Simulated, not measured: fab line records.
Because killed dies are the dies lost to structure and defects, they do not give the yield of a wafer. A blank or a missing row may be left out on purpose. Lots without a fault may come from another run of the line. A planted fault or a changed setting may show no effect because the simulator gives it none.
fab line records -- flow n5_finfet -- part 1 of 2: steps 1 to 20 of 26
record: lots: 5, wafers: 15, last_day: 17
route steps=1938 shown GATE_CUT@471
lots untouched by any fault: they come from a run of this same line in which no faults occurred
start_h: hours from the record's opening day to when the first of the lot's shown wafers began -- wait_h: hours elapsed since this lot's preceding step -- " the same as in the row above -- L1.1+2: one row covering several wafers at once -- - value missing, or start not given -- * or withheld: withheld -- < > ~ a bound
route shown NAME@n: names a module that has steps shown in the file, with the first one's number in the route -- usual: the fault-free wafers' mean and standard deviation -- same: alike in all rows -- chamber/n: place in a boat -- sites: per-site readings -- _std_site: their standard deviation -- _edge_site: the outer-site mean with the inner-site mean subtracted -- radius_mm: for every site, how far away it sits from the centre of the wafer -- mask NAME#n: copy n -- behind: the tool/chamber that last shaped the wafer -- hold: what put the lot on hold/how long, in hours/how the hold closed -- device: which transistor (n, p or np) failed to switch -- end of line: tests run on the same wafers once the route is complete -- where a step has no rows: the recipe by itself -- killed: dies that structure and defects cost at the first sort, which is not the same as the wafer's yield -- map: dies across one wafer; x = killed, . = not, _ = none there
set.NAME: the setting as run; set.NAME@STEP: as run at that earlier step -- model.NAME: the simulator's own value behind a step, which no gauge read
lots seen at some steps along the route; tables by step, rows by wafer
services: from which hour (start_h, from the record's first day; less than 0 if before it) a tool's chamber was out of use, for how many hours, and why
== steps ==
step: N5_GATE_CUT_PRECLEAN_31
recipe: temp_c: 23, chemistry: DIW, time_s: 300
usual: temp_c: 23.01/0.11
lot.wafer,tool,chamber,start_h,wait_h,temp_c
L078.2,wet_bench-04,1,105.21,0.1,22.93
L078.4,wet_bench-04,7,105.21,0.1,22.94
L078.6,wet_bench-04,6,105.21,0.1,23.04
L088.1,wet_bench-06,0,164.13,0.1,22.91
L088.2,wet_bench-06,6,164.13,0.1,22.83
L088.5,wet_bench-06,1,164.13,0.1,22.90
L090.1,wet_bench-04,7,175.22,0.1,22.85
L090.3,wet_bench-04,0,175.22,0.1,22.98
L090.4,wet_bench-04,4,175.22,0.1,22.92
L091.2,wet_bench-06,5,185.35,0.1,23.03
L091.3,wet_bench-06,4,185.35,0.1,22.96
L091.6,wet_bench-06,3,185.35,0.1,23.01
L097.1,wet_bench-06,5,217.53,0.1,22.93
L097.3,wet_bench-06,0,217.53,0.1,22.77
L097.6,wet_bench-06,2,217.53,0.1,23.18
step: N5_GATE_CUT_SRD_32
recipe: time_s: 30, temp_c: 23, rinse_liquid: diw, dry: ipa_marangoni
usual: temp_c: 23.01/0.096
lot.wafer,tool,chamber,start_h,wait_h,temp_c
L078.2,wet_bench-04,1,105.30,0.0,23.10
L078.4,wet_bench-04,7,105.30,0.0,23.12
L078.6,wet_bench-04,6,105.30,0.0,23.08
L088.1,wet_bench-06,0,164.22,0.0,23.07
L088.2,wet_bench-06,6,164.22,0.0,23.06
L088.5,wet_bench-06,1,164.22,0.0,22.81
L090.1,wet_bench-04,7,175.30,0.0,23.09
L090.3,wet_bench-04,0,175.30,0.0,22.97
L090.4,wet_bench-04,4,175.30,0.0,23.12
L091.2,wet_bench-06,5,185.44,0.0,23.05
L091.3,wet_bench-06,4,185.44,0.0,22.98
L091.6,wet_bench-06,3,185.44,0.0,23.05
L097.1,wet_bench-06,5,217.72,0.0,23.03
L097.3,wet_bench-06,0,217.72,0.0,22.97
L097.6,wet_bench-06,2,217.72,0.0,23.00
step: N5_GATE_CUT_SAC_CAP_01
recipe: material: SiNx, target_thk_a: 240, temp_c: 400, ald_precursor_family: SiH2I2, ald_co_reactant: N2/H2-plasma, pulse_time_s: 1, ald_cycles: 480, purge_time_s: 2, co_reactant_purge_time_s: 2, pressure_torr: 2
usual: heater_power_w: 874/130, precursor_pulse_height_rel: 1.003/0.021, susceptor_temp_C: 400.00/0.24
lot.wafer,tool,chamber,start_h,wait_h,heater_power_w,precursor_pulse_height_rel,susceptor_temp_C
L078.2,ald_sin-03,2,105.35,0.0,978,1.027,399.58
L078.4,ald_sin-03,3,105.35,0.0,890,1.014,400.08
L078.6,ald_sin-03,0,106.43,1.1,667,1.016,399.77
L088.1,ald_sin-02,1,164.26,0.0,926,1.037,399.96
L088.2,ald_sin-02,0,164.26,0.0,843,0.997,400.04
L088.5,ald_sin-02,1,165.35,1.1,883,1.002,399.95
L090.1,ald_sin-01,2,175.35,0.0,944,0.994,400.22
L090.3,ald_sin-01,0,175.35,0.0,779,1.009,399.97
L090.4,ald_sin-01,1,175.35,0.0,702,0.963,400.35
L091.2,ald_sin-02,0,185.81,0.4,818,1.031,399.61
L091.3,ald_sin-02,1,185.81,0.4,910,0.974,399.74
L091.6,ald_sin-02,0,186.90,1.4,816,1.007,399.78
L097.1,ald_sin-03,2,217.79,0.0,996,1.032,400.01
L097.3,ald_sin-03,3,217.79,0.0,906,1.024,400.13
L097.6,ald_sin-03,1,218.87,1.1,1120,0.987,399.98
step: N5_GATE_CUT_PECVD_57
recipe: material: SiNx, target_thk_a: 210, temp_c: 400, precursor: SiH4/NH3/N2, pressure_torr: 1.5, rf_w: 300
usual: heater_power_w: 772/62, showerhead_plenum_p_Torr: 5.15/0.055, susceptor_temp_C: 399.98/0.22, throttle_valve_pct: 41/3
lot.wafer,tool,chamber,start_h,wait_h,heater_power_w,showerhead_plenum_p_Torr,susceptor_temp_C,throttle_valve_pct
L078.2,pecvd-03,0,107.55,1.1,797,5.27,400.12,43
L078.4,pecvd-03,0,107.55,1.1,821,5.28,400.15,43
L078.6,pecvd-03,1,107.55,1.1,825,5.18,400.29,43
L088.1,pecvd-04,0,166.46,1.1,758,5.11,400.12,40
L088.2,pecvd-04,2,166.46,1.1,862,5.15,400.09,39
L088.5,pecvd-04,2,166.46,1.1,844,5.15,399.83,39
L090.1,pecvd-01,2,177.54,1.1,824,5.09,399.61,36
L090.3,pecvd-01,1,177.54,1.1,859,5.11,400.12,44
L090.4,pecvd-01,0,177.54,1.1,729,5.13,400.21,40
L091.2,pecvd-03,2,188.00,1.1,769,5.19,400.20,38
L091.3,pecvd-03,0,188.00,1.1,835,5.28,400.05,43
L091.6,pecvd-03,0,188.00,1.1,841,5.30,400.04,43
L097.1,pecvd-03,0,219.98,1.1,737,5.29,400.16,43
L097.3,pecvd-03,1,219.98,1.1,729,5.17,400.02,42
L097.6,pecvd-03,1,219.98,1.1,763,5.16,400.11,43
step: N5_GATE_CUT_CMP_02
recipe: stop_on: SiO2, t_overpolish_s: 12.7, post_cmp_clean: alkaline_brush, down_force_psi: 2.5, platen_rpm: 51.8, pad_velocity_m_s: 1.0307, target_thk_nm: 0
usual: motor_current_A: 9.3/1.2, overpolish_run_s: 12.699/0.0091, time_to_endpoint_s: 25.4/2.7
lot.wafer,tool,chamber,start_h,wait_h,motor_current_A,overpolish_run_s,time_to_endpoint_s
L078.4,cmp-04,0,107.67,0.1,8.6,12.696,24.8
L078.2,cmp-04,2,107.67,0.1,9.2,12.705,22.1
L078.6,cmp-04,3,107.67,0.1,8.3,12.696,26.9
L088.1,cmp-04,2,166.57,0.1,9.1,12.696,23.8
L088.2,cmp-04,0,166.57,0.1,8.1,12.711,25.6
L088.5,cmp-04,2,166.57,0.1,9.2,12.696,23.4
L090.4,cmp-04,3,177.62,0.0,8.3,12.713,24.7
L090.3,cmp-04,1,177.62,0.0,8.5,12.706,27.2
L090.1,cmp-04,2,177.62,0.0,9.8,12.689,22.0
L091.3,cmp-01,2,188.08,0.1,7.9,12.711,27.2
L091.2,cmp-01,3,188.08,0.1,11.4,12.691,23.5
L091.6,cmp-01,2,188.08,0.1,8.1,12.698,28.1
L097.1,cmp-04,3,220.05,0.1,8.5,12.677,20.1
L097.3,cmp-04,0,220.05,0.1,8.4,12.688,23.8
L097.6,cmp-04,0,220.05,0.1,8.0,12.686,22.5
step: N5_GATE_CUT_HM_DEP_46
recipe: material: SiO2, target_thk_a: 1300, temp_c: 400, precursor: TEOS/O2, pressure_torr: 6.5, rf_w: 900, teos_flow_sccm: 161.4, gas: O2, flow_sccm: 2650, time_s: 26.6
usual: heater_power_w: 570/55, showerhead_plenum_p_Torr: 8.35/0.031, susceptor_temp_C: 400.01/0.23, throttle_valve_pct: 19.3/1.4
lot.wafer,tool,chamber,start_h,wait_h,heater_power_w,showerhead_plenum_p_Torr,susceptor_temp_C,throttle_valve_pct
L078.2,pecvd-04,0,107.96,0.0,562,8.32,400.12,18.4
L078.4,pecvd-04,1,107.96,0.0,511,8.33,399.64,21.8
L078.6,pecvd-04,0,107.96,0.0,564,8.33,400.11,18.3
L088.1,pecvd-03,1,166.86,0.0,568,8.38,400.07,19.7
L088.2,pecvd-03,2,166.86,0.0,534,8.35,399.87,18.1
L088.5,pecvd-03,1,166.86,0.0,561,8.35,399.80,20.0
L090.1,pecvd-03,0,177.95,0.0,702,8.40,400.22,20.0
L090.3,pecvd-03,1,177.95,0.0,614,8.34,399.58,20.1
L090.4,pecvd-03,0,177.95,0.0,520,8.42,400.09,20.1
L091.2,pecvd-03,1,188.41,0.0,511,8.37,400.02,19.9
L091.3,pecvd-03,0,188.41,0.0,643,8.43,400.25,20.0
L091.6,pecvd-03,1,188.41,0.0,513,8.37,399.62,20.0
L097.1,pecvd-03,0,220.38,0.0,546,8.41,399.80,20.0
L097.3,pecvd-03,2,220.38,0.0,472,8.34,400.29,18.1
L097.6,pecvd-03,2,220.38,0.0,491,8.37,400.32,18.2
step: N5_GATE_CUT_COAT_34
recipe: resist: SOC, temp_c: 250, time_s: 60, spin_rpm: 1500, resist_thk_nm: 60
usual: resist_line_temp_C: 23.00/0.11
lot.wafer,tool,chamber,start_h,wait_h,resist_line_temp_C
L078.2,litho_track-03,0,108.03,0.0,23.14
L078.4,litho_track-03,0,108.03,0.0,23.08
L078.6,litho_track-03,0,108.03,0.0,23.01
L088.1,litho_track-04,0,166.93,0.0,23.01
L088.2,litho_track-04,0,166.93,0.0,23.02
L088.5,litho_track-04,0,166.93,0.0,23.08
L090.1,litho_track-03,0,178.02,0.0,23.04
L090.3,litho_track-03,0,178.02,0.0,23.04
L090.4,litho_track-03,0,178.02,0.0,23.13
L091.2,litho_track-03,0,188.47,0.0,22.67
L091.3,litho_track-03,0,188.47,0.0,22.77
L091.6,litho_track-03,0,188.47,0.0,22.80
L097.1,litho_track-03,0,220.45,0.0,23.07
L097.3,litho_track-03,0,220.45,0.0,23.08
L097.6,litho_track-03,0,220.45,0.0,22.99
step: N5_GATE_CUT_COAT_35
recipe: resist: SiARC, temp_c: 220, time_s: 60, spin_rpm: 1500, resist_thk_nm: 10
usual: resist_line_temp_C: 23.01/0.1
lot.wafer,tool,chamber,start_h,wait_h,resist_line_temp_C
L078.2,litho_track-03,0,-,-,23.02
L078.4,litho_track-03,0,-,-,23.06
L078.6,litho_track-03,0,-,-,22.96
L088.1,litho_track-04,0,-,-,23.21
L088.2,litho_track-04,0,-,-,23.01
L088.5,litho_track-04,0,-,-,23.25
L090.1,litho_track-03,0,-,-,22.98
L090.3,litho_track-03,0,-,-,23.03
L090.4,litho_track-03,0,-,-,22.93
L091.2,litho_track-03,0,-,-,23.10
L091.3,litho_track-03,0,-,-,23.19
L091.6,litho_track-03,0,-,-,23.04
L097.1,litho_track-03,0,-,-,22.99
L097.3,litho_track-03,0,-,-,22.99
L097.6,litho_track-03,0,-,-,22.85
step: N5_GATE_CUT_COAT_27
recipe: resist: underlayer, temp_c: 205, time_s: 60, spin_rpm: 1500, resist_thk_nm: 10
usual: resist_line_temp_C: 23.01/0.094
lot.wafer,tool,chamber,start_h,wait_h,resist_line_temp_C
L078.2,litho_track-03,0,-,-,22.94
L078.4,litho_track-03,0,-,-,23.18
L078.6,litho_track-03,0,-,-,23.16
L088.1,litho_track-04,0,-,-,23.08
L088.2,litho_track-04,0,-,-,22.87
L088.5,litho_track-04,0,-,-,22.99
L090.1,litho_track-03,0,-,-,23.02
L090.3,litho_track-03,0,-,-,22.98
L090.4,litho_track-03,0,-,-,22.93
L091.2,litho_track-03,0,-,-,23.13
L091.3,litho_track-03,0,-,-,22.99
L091.6,litho_track-03,0,-,-,23.01
L097.1,litho_track-03,0,-,-,22.86
L097.3,litho_track-03,0,-,-,22.84
L097.6,litho_track-03,0,-,-,23.00
step: N5_GATE_CUT_COAT_07
recipe: resist: CAR-EUV, spin_rpm: 1500, resist_thk_nm: 30
usual: resist_line_temp_C: 23.00/0.12
lot.wafer,tool,chamber,start_h,wait_h,resist_line_temp_C
L078.2,litho_track-03,0,-,-,23.02
L078.4,litho_track-03,0,-,-,23.03
L078.6,litho_track-03,0,-,-,23.07
L088.1,litho_track-04,0,-,-,22.99
L088.2,litho_track-04,0,-,-,23.01
L088.5,litho_track-04,0,-,-,22.76
L090.1,litho_track-03,0,-,-,23.06
L090.3,litho_track-03,0,-,-,23.17
L090.4,litho_track-03,0,-,-,23.18
L091.2,litho_track-03,0,-,-,22.86
L091.3,litho_track-03,0,-,-,22.96
L091.6,litho_track-03,0,-,-,23.12
L097.1,litho_track-03,0,-,-,23.08
L097.3,litho_track-03,0,-,-,23.02
L097.6,litho_track-03,0,-,-,23.02
step: N5_GATE_CUT_EBR_09
recipe: solvent: PGMEA, ebr_width_mm: 1.5
usual: resist_line_temp_C: 22.99/0.097
same: ebr_width_mm: 1.5
lot.wafer,tool,chamber,start_h,wait_h,resist_line_temp_C
L078.2,litho_track-03,0,-,-,22.87
L078.4,litho_track-03,0,-,-,22.98
L078.6,litho_track-03,0,-,-,22.95
L088.1,litho_track-04,0,-,-,22.88
L088.2,litho_track-04,0,-,-,23.07
L088.5,litho_track-04,0,-,-,22.87
L090.1,litho_track-03,0,-,-,23.15
L090.3,litho_track-03,0,-,-,23.14
L090.4,litho_track-03,0,-,-,22.95
L091.2,litho_track-03,0,-,-,23.11
L091.3,litho_track-03,0,-,-,22.92
L091.6,litho_track-03,0,-,-,23.06
L097.1,litho_track-03,0,-,-,23.10
L097.3,litho_track-03,0,-,-,23.11
L097.6,litho_track-03,0,-,-,23.01
step: N5_GATE_CUT_SOFTBAKE_08
recipe: temp_c: 110, time_s: 60, resist: CAR-EUV
usual: resist_line_temp_C: 22.98/0.11
lot.wafer,tool,chamber,start_h,wait_h,resist_line_temp_C
L078.2,litho_track-03,0,-,-,23.05
L078.4,litho_track-03,0,-,-,23.13
L078.6,litho_track-03,0,-,-,23.02
L088.1,litho_track-04,0,-,-,23.01
L088.2,litho_track-04,0,-,-,22.84
L088.5,litho_track-04,0,-,-,22.80
L090.1,litho_track-03,0,-,-,22.73
L090.3,litho_track-03,0,-,-,22.96
L090.4,litho_track-03,0,-,-,22.73
L091.2,litho_track-03,0,-,-,22.84
L091.3,litho_track-03,0,-,-,22.88
L091.6,litho_track-03,0,-,-,22.95
L097.1,litho_track-03,0,-,-,22.98
L097.3,litho_track-03,0,-,-,23.06
L097.6,litho_track-03,0,-,-,22.99
step: N5_GATE_CUT_EXPOSE_10
recipe: mask_id: GATE_CUT, na: 0.33, source_shape: annular, sigma_inner: 0.35, sigma_outer: 0.8, polarization: unpolarized, target_cd_nm: 20, dose_mj: 43.25
usual: exposure_dose_mJ_cm2: 43.23/0.075, stage_msd_nm: 0.88/0.063
lot.wafer,tool,chamber,start_h,wait_h,mask,exposure_dose_mJ_cm2,stage_msd_nm
L078.2,euv_scanner-02,0,108.30,-,GATE_CUT#0,43.27,0.93
L078.4,euv_scanner-02,0,108.30,-,GATE_CUT#0,43.23,0.92
L078.6,euv_scanner-02,0,108.30,-,GATE_CUT#0,43.33,0.93
L088.1,euv_scanner-01,0,167.19,-,GATE_CUT#0,43.14,0.80
L088.2,euv_scanner-01,0,167.19,-,GATE_CUT#0,43.17,0.80
L088.5,euv_scanner-01,0,167.19,-,GATE_CUT#0,43.13,0.81
L090.1,euv_scanner-02,0,178.15,-,GATE_CUT#0,43.33,0.93
L090.3,euv_scanner-02,0,178.15,-,GATE_CUT#0,43.21,0.93
L090.4,euv_scanner-02,0,178.15,-,GATE_CUT#0,43.32,0.93
L091.2,euv_scanner-01,0,188.74,-,GATE_CUT#0,43.19,0.80
L091.3,euv_scanner-01,0,188.74,-,GATE_CUT#0,43.17,0.80
L091.6,euv_scanner-01,0,188.74,-,GATE_CUT#0,43.18,0.80
L097.1,euv_scanner-01,0,220.59,-,GATE_CUT#0,43.10,0.79
L097.3,euv_scanner-01,0,220.59,-,GATE_CUT#0,43.12,0.79
L097.6,euv_scanner-01,0,220.59,-,GATE_CUT#0,43.13,0.79
step: N5_GATE_CUT_PEB_11
recipe: peb_temp_c: 100, peb_time_s: 60, resist: CAR-EUV
usual: resist_line_temp_C: 23.01/0.092
lot.wafer,tool,chamber,start_h,wait_h,resist_line_temp_C
L078.2,litho_track-03,0,108.35,0.1,23.22
L078.4,litho_track-03,0,108.35,0.1,22.98
L078.6,litho_track-03,0,108.35,0.1,23.05
L088.1,litho_track-04,0,167.25,0.1,23.11
L088.2,litho_track-04,0,167.25,0.1,22.91
L088.5,litho_track-04,0,167.25,0.1,23.03
L090.1,litho_track-04,0,178.22,0.1,23.01
L090.3,litho_track-04,0,178.22,0.1,23.01
L090.4,litho_track-04,0,178.22,0.1,23.21
L091.2,litho_track-02,0,188.80,0.1,23.02
L091.3,litho_track-02,0,188.80,0.1,23.02
L091.6,litho_track-02,0,188.80,0.1,23.04
L097.1,litho_track-03,0,220.65,0.1,23.01
L097.3,litho_track-03,0,220.65,0.1,23.09
L097.6,litho_track-03,0,220.65,0.1,23.08
step: N5_GATE_CUT_DEVELOP_12
recipe: develop_time_s: 30, developer: TMAH, resist: CAR-EUV, rinse_liquid: surfactant_rinse, dry: air_spin, dev_temp_c: 23
usual: resist_line_temp_C: 22.97/0.12
lot.wafer,tool,chamber,start_h,wait_h,resist_line_temp_C
L078.2,litho_track-03,0,-,-,23.17
L078.4,litho_track-03,0,-,-,23.07
L078.6,litho_track-03,0,-,-,23.12
L088.1,litho_track-04,0,-,-,22.97
L088.2,litho_track-04,0,-,-,23.13
L088.5,litho_track-04,0,-,-,23.16
L090.1,litho_track-04,0,-,-,23.03
L090.3,litho_track-04,0,-,-,22.96
L090.4,litho_track-04,0,-,-,23.20
L091.2,litho_track-02,0,-,-,23.06
L091.3,litho_track-02,0,-,-,23.23
L091.6,litho_track-02,0,-,-,23.08
L097.1,litho_track-03,0,-,-,22.98
L097.3,litho_track-03,0,-,-,22.91
L097.6,litho_track-03,0,-,-,22.91
step: N5_GATE_CUT_CD_MEAS_13
recipe: target_cd_nm: 20, landing_energy_ev: 500, detector: se_inlens
usual: cd_nm: 19.93/0.27
same: landing_energy_ev: 500
lot.wafer,tool,chamber,start_h,wait_h,cd_nm
L078.2,cd_sem-03,0,108.42,-,19.70
L078.4,cd_sem-03,0,108.42,-,19.56
L078.6,cd_sem-03,0,108.42,-,19.81
L088.1,cd_sem-03,0,167.32,-,19.74
L088.2,cd_sem-03,0,167.32,-,19.81
L088.5,cd_sem-03,0,167.32,-,20.06
L090.1,cd_sem-01,0,178.29,-,19.91
L090.3,cd_sem-01,0,178.29,-,20.23
L090.4,cd_sem-01,0,178.29,-,19.73
L091.2,cd_sem-02,0,188.87,-,19.62
L091.3,cd_sem-02,0,188.87,-,20.24
L091.6,cd_sem-02,0,188.87,-,19.97
L097.1,cd_sem-01,0,220.72,-,19.86
L097.3,cd_sem-01,0,220.72,-,19.66
L097.6,cd_sem-01,0,220.72,-,19.86
step: N5_GATE_CUT_OVL_MEAS_14
recipe: points_per_wafer: 522
usual: GATE_CUT_OVL: -0.2/0.71
lot.wafer,tool,chamber,start_h,wait_h,GATE_CUT_OVL[nm]
L078.2,overlay-01,0,108.46,0.0,0.3
L078.4,overlay-01,0,108.46,0.0,-0.9
L078.6,overlay-01,0,108.46,0.0,0.3
L088.1,overlay-01,0,167.35,0.0,-0.2
L088.2,overlay-01,0,167.35,0.0,0.3
L088.5,overlay-01,0,167.35,0.0,0.9
L090.1,overlay-01,0,178.32,0.0,-0.9
L090.3,overlay-01,0,178.32,0.0,-0.8
L090.4,overlay-01,0,178.32,0.0,0.2
L091.2,overlay-01,0,188.91,0.0,0.3
L091.3,overlay-01,0,188.91,0.0,-0.9
L091.6,overlay-01,0,188.91,0.0,0.0
L097.1,overlay-02,0,220.75,0.0,0.8
L097.3,overlay-02,0,220.75,0.0,0.5
L097.6,overlay-02,0,220.75,0.0,0.4
step: N5_GATE_CUT_INSPECT_15
recipe: mode: adi, inspect_instrument: brightfield
usual: raw_defect_count: 120/40
lot.wafer,tool,chamber,start_h,wait_h,raw_defect_count
L078.2,defect_inspect-02,-,108.51,0.0,196
L078.4,defect_inspect-02,-,108.51,0.0,129
L078.6,defect_inspect-02,-,108.51,0.0,175
L088.1,defect_inspect-01,-,167.41,0.1,67
L088.2,defect_inspect-01,-,167.41,0.1,70
L088.5,defect_inspect-01,-,167.41,0.1,118
L090.1,defect_inspect-02,-,178.37,0.1,168
L090.3,defect_inspect-02,-,178.37,0.1,164
L090.4,defect_inspect-02,-,178.37,0.1,151
L091.2,defect_inspect-01,-,188.96,0.0,107
L091.3,defect_inspect-01,-,188.96,0.0,144
L091.6,defect_inspect-01,-,188.96,0.0,137
L097.1,defect_inspect-01,-,220.81,0.1,73
L097.3,defect_inspect-01,-,220.81,0.1,110
L097.6,defect_inspect-01,-,220.81,0.1,126
step: N5_GATE_CUT_DESCUM_18
recipe: chemistry: O2, time_s: 7, source_power_w: 50, bias_power_w: 20, pressure_mtorr: 20, rf_frequency_hz: 2.712e+07, temp_c: 40, resist: CAR-EUV, o2_flow_sccm: 225
usual: drypump_motor_current_A: 5.84/0.24, oes_product_au: 0.77/0.073, rf_vpp_V: 242.8/1.6, showerhead_plenum_p_Torr: 2.08/0.083, temp_c: 39.99/0.11, throttle_valve_pct: 20.54/0.19
lot.wafer,tool,chamber,start_h,wait_h,drypump_motor_current_A,oes_product_au,rf_hours_counter_h,rf_vpp_V,showerhead_plenum_p_Torr,temp_c,throttle_valve_pct
L078.2,rie_diel-05,2,108.54,0.0,5.81,0.91,36,245.3,2.24,39.96,20.58
L078.4,rie_diel-05,0,108.54,0.0,5.80,0.70,204,242.5,2.07,40.13,20.82
L078.6,rie_diel-05,2,108.54,0.0,5.81,0.91,-,244.5,2.24,39.89,20.59
L088.1,rie_diel-04,1,167.44,0.0,6.00,0.86,74,243.6,2.04,39.88,20.16
L088.2,rie_diel-04,0,167.44,0.0,5.54,0.73,183,241.7,1.99,39.89,20.46
L088.5,rie_diel-04,3,167.44,0.0,6.20,0.75,-,242.6,2.08,40.11,20.71
L090.1,rie_diel-04,1,178.41,0.0,6.02,0.85,79,243.0,2.03,40.01,20.17
L090.3,rie_diel-04,0,178.41,0.0,5.52,0.72,187,240.7,1.99,40.05,20.47
L090.4,rie_diel-04,1,178.41,0.0,6.00,0.86,-,241.5,2.03,39.93,20.16
L091.2,rie_diel-05,3,189.21,0.3,5.99,0.74,153,242.2,2.01,39.89,20.59
L091.3,rie_diel-05,1,189.21,0.3,5.69,0.69,244,241.7,2.07,39.95,20.55
L091.6,rie_diel-05,3,189.21,0.3,5.98,0.75,-,241.2,2.01,39.72,20.59
L097.1,rie_diel-03,3,220.84,0.0,5.78,0.96,8,246.5,2.24,39.89,20.14
L097.3,rie_diel-03,0,220.84,0.0,6.28,0.72,192,244.5,2.09,39.74,20.79
L097.6,rie_diel-03,3,220.84,0.0,5.78,0.96,-,244.8,2.24,39.87,20.13
step: N5_GATE_CUT_ETCH_28
recipe: chemistry: N2/H2, target: underlayer, target_depth_a: 130, mask_material: CAR-EUV, time_s: 10.4, ion_energy_ev: 200, pressure_mtorr: 30, source_w: 840, bias_w: 150, n2_flow_sccm: 200, h2_flow_sccm: 200, ends: cleared
usual: drypump_motor_current_A: 5.85/0.24, etch_rf_on_time_s: 10.38/0.15, oes_product_au: 0.65/0.062, rf_vpp_V: 523.4/2.8, showerhead_plenum_p_Torr: 2.52/0.096, throttle_valve_pct: 17.97/0.19
lot.wafer,tool,chamber,start_h,wait_h,drypump_motor_current_A,etch_rf_on_time_s,oes_product_au,rf_hours_counter_h,rf_vpp_V,showerhead_plenum_p_Torr,throttle_valve_pct
L078.2,rie_diel-05,2,108.58,0.0,5.83,10.28,0.77,36,527.7,2.71,18.00
L078.4,rie_diel-05,0,108.58,0.0,5.81,10.41,0.60,204,523.4,2.52,18.22
L078.6,rie_diel-05,2,108.58,0.0,5.82,10.18,0.78,-,526.1,2.71,18.00
L088.1,rie_diel-04,1,167.48,0.0,6.01,10.65,0.72,74,521.5,2.48,17.69
L088.2,rie_diel-04,0,167.48,0.0,5.54,10.58,0.62,183,520.6,2.42,17.93
L088.5,rie_diel-04,3,167.48,0.0,6.22,10.55,0.63,-,523.5,2.55,18.16
L090.1,rie_diel-04,1,178.44,0.0,6.02,10.51,0.72,79,522.2,2.48,17.68
L090.3,rie_diel-04,0,178.44,0.0,5.58,10.60,0.61,187,521.7,2.41,17.95
L090.4,rie_diel-04,1,178.44,0.0,6.03,10.50,0.72,-,521.3,2.48,17.66
L091.2,rie_diel-05,3,189.25,0.0,6.00,10.46,0.63,153,521.2,2.43,17.89
L091.3,rie_diel-05,1,189.25,0.0,5.68,10.69,0.58,244,523.5,2.50,18.01
L091.6,rie_diel-05,3,189.25,0.0,6.01,10.59,0.63,-,520.2,2.43,17.89
L097.1,rie_diel-03,3,220.88,0.0,5.77,10.10,0.83,8,529.0,2.71,17.50
L097.3,rie_diel-03,0,220.88,0.0,6.28,10.36,0.61,192,524.1,2.52,18.19
L097.6,rie_diel-03,3,220.88,0.0,5.79,10.10,0.83,-,528.3,2.71,17.50
